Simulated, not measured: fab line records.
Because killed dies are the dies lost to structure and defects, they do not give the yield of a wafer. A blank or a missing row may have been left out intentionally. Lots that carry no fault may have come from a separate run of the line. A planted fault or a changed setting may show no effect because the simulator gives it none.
Chamber matching | flow n5Finfet | uvCure-03 running N5_BEOL_M8_CURE_74: 3 sister chambers
The step cures SiCOH lowk, time 240 s. 3 wafers are shown with their chamber, then 7 later ones without.

## WAFERS, EACH WITH ITS CHAMBER
wafer  | chamber | wafer_temp_C_max
L076.4 | 2       | 387.9
L081.5 | 0       | 386.2
L084.5 | 1       | 386.5

## WAFERS WITHOUT THEIR CHAMBER
wafer  | wafer_temp_C_max
L084.6 | 386.9
L094.2 | 387.3
L094.3 | 387.0
L094.5 | 386.4
L096.1 | 387.4
L096.4 | 387.6
L096.6 | 388.0

## THE CHAMBER EACH PASSED THROUGH
wafer  | from the rows above          | in truth
L084.6 | can't be placed: 1 or 0 or 2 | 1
L094.2 | can't be placed: 2 or 1 or 0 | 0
L094.3 | can't be placed: 1 or 0 or 2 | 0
L094.5 | can't be placed: 1 or 0      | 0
L096.1 | can't be placed: 2 or 1 or 0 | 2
L096.4 | can't be placed: 2 or 1      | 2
L096.6 | 2                            | 2
Correct placement for 1 of the 7. From these rows, 6 cannot be placed; in 6 the true chamber is one of the candidates. 0 placed wrongly.
How it was worked out, from the rows above alone: a wafer's distance from a chamber is the root of the sum, over the readings, of the square of ((its reading less the chamber's mean) divided by the reading's scatter). If the next closest chamber is less than 2 further off than the closest, the wafer can't be placed; otherwise it belongs to the closest. Each chamber's mean is taken over the wafers shown for it. The scatter: with one shown wafer a chamber, the root of the mean of the squares of how far each hidden wafer lies from its nearest shown one.
